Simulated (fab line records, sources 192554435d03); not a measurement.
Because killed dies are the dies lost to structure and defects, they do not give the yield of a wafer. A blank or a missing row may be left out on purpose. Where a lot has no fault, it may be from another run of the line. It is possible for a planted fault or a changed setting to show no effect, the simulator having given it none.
fab line records	flow n5-finfet
[record] lots = 7	wafers = 19	last-day = 17
route steps=1938 shown BEOL_M4@1026 PASSIVATION@1936
lots with no fault: from the same line, run without faults
start-h: the number of hours between the record's first day and the start of the first shown wafer of the lot	wait-h: time in hours since the lot's previous step	" the same as in the row above	L1.1+2: a row that stands for several wafers	- no value, or no start was given	* or withheld: withheld	< > ~ a bound
route shown NAME@n: NAME is a module with steps in the file, n the number in the route of the first one	usual: mean/standard deviation taken from wafers without a fault	same: alike in all rows	chamber/n: place in a boat	sites: readings site by site	_std_site: how widely they spread, as a standard deviation	_edge_site: inner sites' mean taken away from outer sites' mean	radius-mm: for every site, how far away it sits from the centre of the wafer	mask NAME#n: copy n	behind: tool/chamber where the wafer was last shaped	hold: cause of the lot's hold/its duration in hours/its outcome	device: the transistor (n, p or np) that didn't switch	end of line: tests run on the same wafers once the route is complete	where a step has no rows: the recipe by itself	killed: count of dies lost to structure and defects at first sort (not the wafer's yield)	map: the dies of a wafer, with x for killed, . for not killed, _ for no die there
set.NAME: the setting that was run; set.NAME@STEP: the one run at that earlier step	model.NAME: the simulator's own value behind a step, which no gauge read
lots at some steps of the route; a table a step, a row a wafer
services: a tool's chamber out of use, with start hour (start-h, from the record's first day; less than 0 if before it), hours out, and reason
[[steps]]
[step N5_BEOL_M4_COAT_62]
[recipe] resist = SiARC	temp-c = 220	time-s = 60	spin-rpm = 1500	resist-thk-nm = 12
[step N5_BEOL_M4_COAT_73]
[recipe] resist = underlayer	temp-c = 205	time-s = 60	spin-rpm = 1500	resist-thk-nm = 5
[step N5_BEOL_M4_COAT_05]
[recipe] resist = CAR-EUV	spin-rpm = 1500	resist-thk-nm = 30
[step N5_BEOL_M4_EBR_07]
[recipe] solvent = PGMEA	ebr-width-mm = 1.5
[step N5_BEOL_M4_SOFTBAKE_06]
[recipe] temp-c = 110	time-s = 60	resist = CAR-EUV
[step N5_BEOL_M4_EXPOSE_08]
[recipe] mask-id = M4	na = 0.33	source-shape = dipole	sigma-inner = 0.369	sigma-outer = 0.767	polarization = unpolarized	dose-mj = 41.25
[step N5_BEOL_M4_PEB_09]
[recipe] peb-temp-c = 100	peb-time-s = 60	resist = CAR-EUV
[step N5_BEOL_M4_DEVELOP_10]
[recipe] develop-time-s = 30	developer = TMAH	resist = CAR-EUV	rinse-liquid = surfactant-rinse	dry = air-spin	dev-temp-c = 23
[step N5_BEOL_M4_CD_MEAS_11]
[recipe] target-cd-nm = 16.79	landing-energy-ev = 500	detector = se-inlens	polarity = opening
[usual] cd-nm = 16.82/0.24
lot.wafer	tool	chamber	start-h	wait-h	cd-nm
L487.2	cd-sem-03	0	185.31	-	17.25
L487.3	"	0	"	"	16.95
L487.6	"	0	"	"	16.98
L489.1	cd-sem-03	0	188.54	-	17.04
L489.4	"	0	"	"	16.89
L489.5	"	0	"	"	16.94
L490.1	cd-sem-02	0	206.50	-	16.60
L490.4	"	0	"	"	16.82
L491.1	cd-sem-03	0	211.08	-	16.53
L491.4	"	0	"	"	16.96
L491.6	"	0	"	"	16.81
L492.1	cd-sem-01	0	225.57	-	16.45
L492.4	"	0	"	"	17.14
L502.2	cd-sem-03	0	281.08	-	16.74
L502.3	"	0	"	"	16.89
L502.6	"	0	"	"	17.05
L505.1	cd-sem-03	0	295.11	-	16.54
L505.2	"	0	"	"	16.83
L505.6	"	0	"	"	16.77
[step N5_BEOL_M4_OVL_MEAS_12]
[recipe] points-per-wafer = 522
[usual] M4_OVL = 0.0/0.67
lot.wafer	tool	chamber	start-h	wait-h	M4_OVL[nm]
L487.2	overlay-02	0	185.34	0.0	0.2
L487.3	"	0	"	"	-0.1
L487.6	"	0	"	"	0.5
L489.1	overlay-01	0	188.57	0.0	1.6
L489.4	"	0	"	"	0.4
L489.5	"	0	"	"	0.6
L490.1	overlay-02	0	206.53	0.0	-0.4
L490.4	"	0	"	"	0.1
L491.1	overlay-01	0	211.11	0.0	-0.2
L491.4	"	0	"	"	-0.1
L491.6	"	0	"	"	0.0
L492.1	overlay-01	0	225.60	0.0	-2.0
L492.4	"	0	"	"	-0.3
L502.2	overlay-01	0	281.11	0.0	0.9
L502.3	"	0	"	"	-0.3
L502.6	"	0	"	"	0.1
L505.1	overlay-02	0	295.14	0.0	0.1
L505.2	"	0	"	"	0.7
L505.6	"	0	"	"	1.0
[step N5_BEOL_M4_INSPECT_13]
[recipe] mode = adi	inspect-instrument = brightfield
[usual] raw-defect-count = 448/96
lot.wafer	tool	chamber	start-h	wait-h	raw-defect-count
L487.2	defect-inspect-01	-	185.40	0.0	563
L487.3	"	-	"	"	331
L487.6	"	-	"	"	392
L489.1	defect-inspect-01	-	188.63	0.1	444
L489.4	"	-	"	"	658
L489.5	"	-	"	"	540
L490.1	defect-inspect-02	-	206.59	0.1	386
L490.4	"	-	"	"	691
L491.1	defect-inspect-01	-	211.17	0.1	509
L491.4	"	-	"	"	575
L491.6	"	-	"	"	651
L492.1	defect-inspect-01	-	225.66	0.1	356
L492.4	"	-	"	"	424
L502.2	defect-inspect-01	-	281.17	0.0	457
L502.3	"	-	"	"	505
L502.6	"	-	"	"	595
L505.1	defect-inspect-02	-	295.20	0.1	480
L505.2	"	-	"	"	299
L505.6	"	-	"	"	396
[step N5_BEOL_M4_DESCUM_16]
[recipe] chemistry = O2	time-s = 7	source-power-w = 50	bias-power-w = 20	pressure-mtorr = 20	rf-frequency-hz = 2.712e+07	temp-c = 40	resist = CAR-EUV	o2-flow-sccm = 225
[usual] drypump-motor-current-A = 5.6/0.36	oes-product-au = 0.79/0.076	rf-vpp-V = 242.6/1.1	showerhead-plenum-p-Torr = 2.05/0.054	throttle-valve-pct = 20.47/0.2
lot.wafer	tool	chamber	start-h	wait-h	drypump-motor-current-A	oes-product-au	rf-hours-counter-h	rf-vpp-V	showerhead-plenum-p-Torr	throttle-valve-pct
L487.2	rie-diel-06	2	185.59	0.2	5.5	0.75	179	243.7	2.08	20.72
L487.3	"	3	"	"	5.5	0.84	66	244.0	2.03	20.30
L487.6	"	2	"	"	5.5	0.75	-	243.3	2.08	20.72
L489.1	rie-diel-06	2	188.76	0.1	5.5	0.74	180	242.4	2.08	20.71
L489.4	"	2	"	"	5.5	0.74	-	243.5	2.08	20.72
L489.5	"	3	"	"	5.5	0.85	-	241.5	2.03	20.30
L490.1	rie-diel-06	2	206.70	0.1	5.5	0.75	186	242.2	2.08	20.74
L490.4	"	1	"	"	6.2	0.89	50	240.8	2.01	20.45
L491.1	rie-diel-06	1	211.20	0.0	6.2	0.88	52	243.1	2.01	20.44
L491.4	"	2	"	"	5.5	0.75	188	241.3	2.08	20.73
L491.6	"	0	"	"	5.7	0.96	-	243.0	2.04	20.10
L492.1	rie-diel-06	3	225.69	0.0	5.5	0.83	80	242.7	2.03	20.32
L492.4	"	0	"	"	5.7	0.94	12	242.5	2.04	20.11
L502.2	rie-diel-06	0	281.20	0.0	5.7	0.90	29	241.2	2.03	20.13
L502.3	"	2	"	"	5.5	0.72	215	242.9	2.07	20.77
L502.6	"	2	"	"	5.5	0.72	-	243.0	2.07	20.77
L505.1	rie-diel-04	3	295.24	0.0	5.5	0.75	160	242.1	2.02	20.61
L505.2	"	2	"	"	6.0	0.67	251	242.0	2.05	20.45
L505.6	"	2	"	"	6.0	0.68	-	241.1	2.05	20.45
[step N5_BEOL_M4_ETCH_74]
[recipe] chemistry = N2/H2	target = underlayer	target-depth-a = 65	mask-material = CAR-EUV	time-s = 5.2	ion-energy-ev = 200	pressure-mtorr = 30	source-w = 840	bias-w = 150	n2-flow-sccm = 200	h2-flow-sccm = 200	ends = cleared
[usual] drypump-motor-current-A = 5.7/0.35	etch-rf-on-time-s = 5.23/0.16	oes-product-au = 0.67/0.069	rf-vpp-V = 522.5/1.9	showerhead-plenum-p-Torr = 2.50/0.063	throttle-valve-pct = 18.0/0.31
lot.wafer	tool	chamber	start-h	wait-h	drypump-motor-current-A	etch-rf-on-time-s	oes-product-au	rf-hours-counter-h	rf-vpp-V	showerhead-plenum-p-Torr	throttle-valve-pct
L487.2	rie-diel-06	2	185.63	0.0	5.5	5.41	0.63	179	522.3	2.56	18.3
L487.3	"	3	"	"	5.5	5.22	0.73	66	522.0	2.47	17.8
L487.6	"	2	"	"	5.5	5.44	0.62	-	524.3	2.56	18.4
L489.1	rie-diel-06	2	188.79	0.0	5.5	5.39	0.63	180	522.6	2.56	18.3
L489.4	"	2	"	"	5.5	5.35	0.63	-	521.8	2.56	18.3
L489.5	"	3	"	"	5.5	5.18	0.73	-	521.5	2.47	17.8
L490.1	rie-diel-06	2	206.73	0.0	5.5	5.50	0.61	186	525.2	2.56	18.4
L490.4	"	1	"	"	6.2	3.05	1.02	50	519.8	2.48	18.1
L491.1	rie-diel-06	1	211.24	0.0	6.2	5.17	0.75	52	523.7	2.48	18.0
L491.4	"	2	"	"	5.5	3.18	0.84	188	524.3	2.56	18.4
L491.6	"	0	"	"	5.7	2.93	1.14	-	522.0	2.51	17.7
L492.1	rie-diel-06	3	225.72	0.0	5.5	5.19	0.72	80	521.2	2.46	17.8
L492.4	"	0	"	"	5.7	2.99	1.11	12	522.3	2.51	17.7
L502.2	rie-diel-06	0	281.24	0.0	5.7	5.08	0.77	29	521.1	2.50	17.7
L502.3	"	2	"	"	5.5	5.47	0.60	215	523.9	2.55	18.4
L502.6	"	2	"	"	5.5	5.39	0.60	-	525.2	2.54	18.4
L505.1	rie-diel-04	3	295.28	0.0	5.5	4.93	0.65	160	522.1	2.40	17.5
L505.2	"	2	"	"	6.0	5.42	0.57	251	522.2	2.48	17.8
L505.6	"	2	"	"	6.0	5.39	0.57	-	524.2	2.48	17.8
[step N5_BEOL_M4_ETCH_63]
[recipe] chemistry = CF4	target = SiARC	target-depth-a = 156	mask-material = CAR-EUV	time-s = 26	ion-energy-ev = 80	pressure-mtorr = 40	source-w = 545	bias-w = 36	Ar_flow_sccm = 100	cf4-flow-sccm = 100	ends = cleared
[usual] drypump-motor-current-A = 5.7/0.36	etch-rf-on-time-s = 26.1/0.85	oes-product-au = 0.67/0.07	rf-vpp-V = 183.5/0.98	showerhead-plenum-p-Torr = 2.10/0.037	throttle-valve-pct = 15.68/0.19
lot.wafer	tool	chamber	start-h	wait-h	drypump-motor-current-A	etch-rf-on-time-s	oes-product-au	rf-hours-counter-h	rf-vpp-V	showerhead-plenum-p-Torr	throttle-valve-pct
L487.2	rie-diel-06	2	185.64	0.0	5.5	27.4	0.62	179	183.2	2.12	15.85
L487.3	"	3	"	"	5.5	26.0	0.73	66	182.8	2.10	15.56
L487.6	"	2	"	"	5.5	27.2	0.62	-	182.6	2.12	15.84
L489.1	rie-diel-06	2	188.81	0.0	5.5	27.2	0.62	180	183.9	2.12	15.83
L489.4	"	2	"	"	5.5	27.4	0.62	-	185.1	2.12	15.83
L489.5	"	3	"	"	5.5	25.8	0.73	-	183.5	2.10	15.56
L490.1	rie-diel-06	2	206.75	0.0	5.5	27.8	0.61	186	184.2	2.12	15.85
L490.4	"	1	"	"	6.2	26.6	0.74	50	184.3	2.09	15.76
L491.1	rie-diel-06	1	211.26	0.0	6.2	26.3	0.75	52	182.9	2.09	15.75
L491.4	"	2	"	"	5.5	27.6	0.61	188	184.4	2.12	15.84
L491.6	"	0	"	"	5.7	25.1	0.83	-	183.5	2.10	15.23
L492.1	rie-diel-06	3	225.74	0.0	5.5	26.1	0.71	80	184.7	2.10	15.58
L492.4	"	0	"	"	5.7	25.1	0.80	12	183.8	2.09	15.25
L502.2	rie-diel-06	0	281.25	0.0	5.7	25.0	0.77	29	184.4	2.09	15.29
L502.3	"	2	"	"	5.5	27.6	0.59	215	183.9	2.11	15.92
L502.6	"	2	"	"	5.5	27.6	0.60	-	183.4	2.11	15.92
L505.1	rie-diel-04	3	295.29	0.0	5.5	24.6	0.66	160	182.8	2.07	15.75
L505.2	"	2	"	"	6.0	26.3	0.58	251	183.6	2.10	15.73
L505.6	"	2	"	"	6.0	26.5	0.58	-	183.5	2.10	15.73
[step N5_BEOL_M4_RC_MEAS_101]
[usual] DIBL_N = 37.3/2.3	DIBL_P = 37.4/2.9	IOFF_N = 0.18/0.045	IOFF_P = 0.25/0.054	ION_N = 679/15	ION_P = 468/9.7	SS_N = 71.8/0.62	SS_P = 73.6/0.76	VT_N = 248/4.1	VT_P = -248/3.6
lot.wafer	tool	chamber	start-h	wait-h	DIBL_N[mV/V]	DIBL_P[mV/V]	IOFF_N[nA/um]	IOFF_P[nA/um]	ION_N[uA/um]	ION_P[uA/um]	SS_N[mV/dec]	SS_P[mV/dec]	VT_N[mV]	VT_P[mV]
L487.2	prober-02	0	195.51	0.2	36.6	36.5	0.16	0.19	685	467	71.4	73.1	250	-252
L487.3	"	0	"	"	36.4	37.9	0.15	0.21	662	459	71.6	74.0	253	-252
L487.6	"	0	"	"	38.1	38.0	0.18	0.22	683	455	71.7	73.8	251	-253
L489.1	prober-01	0	199.31	0.0	38.0	38.6	0.21	0.28	696	469	71.7	73.4	243	-244
L489.4	"	0	"	"	40.3	41.9	0.27	0.34	696	481	72.5	74.2	240	-243
L489.5	"	0	"	"	38.4	39.6	0.22	0.30	705	480	72.1	73.7	241	-242
L490.1	prober-02	0	215.84	0.0	36.0	34.1	0.14	0.21	672	467	71.5	73.0	252	-248
L490.4	"	0	"	"	38.3	37.0	0.19	0.28	689	479	72.2	74.0	242	-244
L491.1	prober-02	0	217.87	0.0	36.9	37.5	0.17	0.22	681	476	71.2	73.7	252	-250
L491.4	"	0	"	"	39.8	41.5	0.23	0.31	696	481	72.6	74.1	246	-245
L491.6	"	0	"	"	37.7	37.9	0.17	0.23	679	464	71.3	73.6	251	-250
L492.1	prober-01	0	235.73	0.0	39.3	40.3	0.24	0.27	697	474	73.0	74.3	243	-249
L492.4	"	0	"	"	34.9	36.9	0.16	0.22	676	472	71.4	73.0	247	-251
L502.2	prober-01	0	292.18	0.2	41.3	43.0	0.27	0.40	708	496	73.1	74.5	242	-240
L502.3	"	0	"	"	40.9	42.5	0.25	0.37	685	481	72.1	74.9	242	-241
L502.6	"	0	"	"	39.7	41.2	0.23	0.33	675	475	71.7	74.3	245	-243
L505.1	prober-02	0	301.45	0.0	37.2	36.9	0.20	0.31	704	488	71.1	73.8	247	-243
L505.2	"	0	"	"	34.1	32.9	0.12	0.21	657	469	71.4	73.2	256	-249
L505.6	"	0	"	"	37.6	36.2	0.18	0.26	673	471	72.6	73.4	249	-246
[step N5_PASSIVATION_PROBE_49]
[usual] defect-limited-yield = 91.3/1.5	killed_at_M0_to_M3 = 35/8.7	killed_at_M4_up = 14/5.5	killed-at-contacts = 11/5.6	killed-at-front-end = 39/13	killed-at-other = 3.7/2.2	killed-dies = 103/18	killed-open = 69/14	killed-short = 33/7.8	sort_bin_4_leakage = 0.02/0.15	sort_bin_5_function = 5.1/0.99	sort_bin_6_memory = 3.3/0.67	sort-n-pass = 1077/18	sort-yield-pct = 91.2/1.5
[same] gross-dies = 1180	killed-at-back-side = 0	sort_bin_8_speed[%] = 0
lot.wafer	tool	chamber	start-h	wait-h	defect-limited-yield[%]	killed_at_M0_to_M3	killed_at_M4_up	killed-at-contacts	killed-at-front-end	killed-at-other	killed-dies	killed-open	killed-short	sort_bin_4_leakage[%]	sort_bin_5_function[%]	sort_bin_6_memory[%]	sort-n-pass	sort-yield-pct[%]
L487.2	prober-02	-	305.99	0.1	91.2	41	21	4	35	3	104	68	36	0	4.7	3.6	1076	91.2
L487.3	prober-02	-	306.04	0.1	95.2	33	5	4	14	1	57	38	19	0	3.0	1.6	1123	95.2
L487.6	prober-02	-	306.19	0.3	92.7	38	10	8	22	8	86	60	26	0	3.9	3.2	1094	92.7
L491.1	prober-01	-	325.63	0.0	93.6	20	7	3	41	5	76	44	32	0	4.0	2.3	1104	93.6
L491.4	prober-01	-	325.78	0.2	91.9	27	16	6	45	2	96	55	41	0	4.9	3.1	1084	91.9
L491.6	prober-01	-	325.88	0.3	93.3	15	9	6	45	4	79	47	30	0	4.1	2.5	1101	93.3
L492.1	prober-01	-	352.38	0.0	89.9	44	13	4	56	2	119	80	39	0	5.3	4.6	1061	89.9
L492.4	prober-01	-	352.53	0.2	91.2	33	11	8	51	1	104	74	30	0	5.1	3.4	1076	91.2
// killed by level:class
L487.2 STI_FIN_REVEAL:geometric-particle:open=12 BEOL_M4:geometric-particle:open=12 BEOL_M0_SAQP:geometric-particle:short=10 BEOL_M3:geometric-particle:open=10 BEOL_M0_SAQP:geometric-particle:open=7 BEOL_M2:geometric-particle:open=6 STARTING-WAFER:geometric-particle:short=4 STI_FIN_REVEAL:geometric-particle:short=3
L487.3 BEOL_M2:geometric-particle:open=9 BEOL_M0:geometric-particle:open=6 MOL_CONTACT_COAG:geometric-particle:open=4 BEOL_M2:geometric-particle:short=4 BEOL_M3:geometric-particle:open=4 STI_FIN_REVEAL:geometric-particle:open=3 ILD0:geometric-particle:short=3 BEOL_M0_SAQP:geometric-particle:short=3
L487.6 BEOL_M0_SAQP:geometric-particle:open=9 BEOL_M4:geometric-particle:open=7 BEOL_M3:geometric-particle:open=6 MOL_CONTACT_COAG:geometric-particle:open=5 BEOL_M0:geometric-particle:open=5 BEOL_M1:geometric-particle:open=5 FIN_SAQP:geometric-particle:open=4 BEOL_M2:geometric-particle:open=4
L491.1 STI_FIN_REVEAL:geometric-particle:open=10 FIN_SAQP:geometric-particle:short=8 GATE_CUT:geometric-particle:short=5 BEOL_M0_SAQP:geometric-particle:short=5 BEOL_M1:geometric-particle:open=5 BEOL_M4:geometric-particle:open=5 DUMMY_GATE:geometric-particle:open=4 FIN_SAQP:geometric-particle:open=3
L491.4 BEOL_M4:geometric-particle:open=9 STARTING-WAFER:geometric-particle:short=8 FIN_SAQP:geometric-particle:short=7 STI_FIN_REVEAL:geometric-particle:open=7 BEOL_M3:geometric-particle:open=6 FIN_SAQP:geometric-particle:open=5 MOL_CONTACT_COAG:geometric-particle:open=5 BEOL_M1:geometric-particle:open=5
L491.6 FIN_SAQP:geometric-particle:open=13 STI_FIN_REVEAL:geometric-particle:open=7 GATE_CUT:geometric-particle:short=7 MOL_CONTACT_COAG:geometric-particle:open=6 BEOL_M0_SAQP:geometric-particle:short=6 FIN_SAQP:geometric-particle:short=5 GATE_CUT:geometric-particle:open=4 BEOL_M3:geometric-particle:open=3
L492.1 STI_FIN_REVEAL:geometric-particle:open=16 GATE_CUT:geometric-particle:short=12 BEOL_M2:geometric-particle:open=12 BEOL_M4:geometric-particle:open=10 BEOL_M3:geometric-particle:open=6 FIN_SAQP:geometric-particle:open=5 GATE_CUT:geometric-particle:open=5 BEOL_M0_SAQP:geometric-particle:short=5
L492.4 FIN_SAQP:geometric-particle:open=16 STI_FIN_REVEAL:geometric-particle:open=12 BEOL_M0_SAQP:geometric-particle:open=12 BEOL_M0_SAQP:geometric-particle:short=9 MOL_CONTACT_COAG:geometric-particle:open=8 BEOL_M4:geometric-particle:open=7 SPACER0:geometric-particle:open=5 FIN_SAQP:geometric-particle:short=4
[[services]]
tool	chamber	start-h	hours	kind
rie-diel-06	0	177.60	-	clean
rie-diel-06	0	177.60	-	consumable-replace:focus-ring
rie-diel-06	0	177.60	13.5	scheduled-down
rie-diel-06	0	177.60	13.5	vent-cycle
rie-diel-04	2	179.58	5.0	repair
rie-diel-06	0	247.66	11.7	repair
rie-diel-04	3	275.02	10.0	repair
rie-diel-06	3	280.34	5.1	repair
rie-diel-04	0	285.05	-	clean
rie-diel-04	0	285.05	-	consumable-replace:focus-ring
rie-diel-04	0	285.05	18.8	scheduled-down
rie-diel-04	0	285.05	18.8	vent-cycle
[[key]]
[first-sign] step = N5_BEOL_M4_ETCH_74	reading = etch-rf-on-time-s	direction = down	sigmas = 14	usual = *	struck = *
[effect] step = N5_BEOL_M4_ETCH_74	reading = oes-product-au	direction = up	sigmas = 5.2	usual = 0.67	struck = 1.03
met-at N5_BEOL_M4_ETCH_74
struck-wafers L490.4,L491.4,L491.6,L492.4
onset-between 188.79 206.73
[fault] kind = process-parameter-drift	tool = rie-diel-06	chamber = -	onset-h = 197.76	steps = N5_BEOL_M4_ETCH_74	channel = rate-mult	offset = 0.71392	shape = step	end-h = 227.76	scope = struck-wafers-only
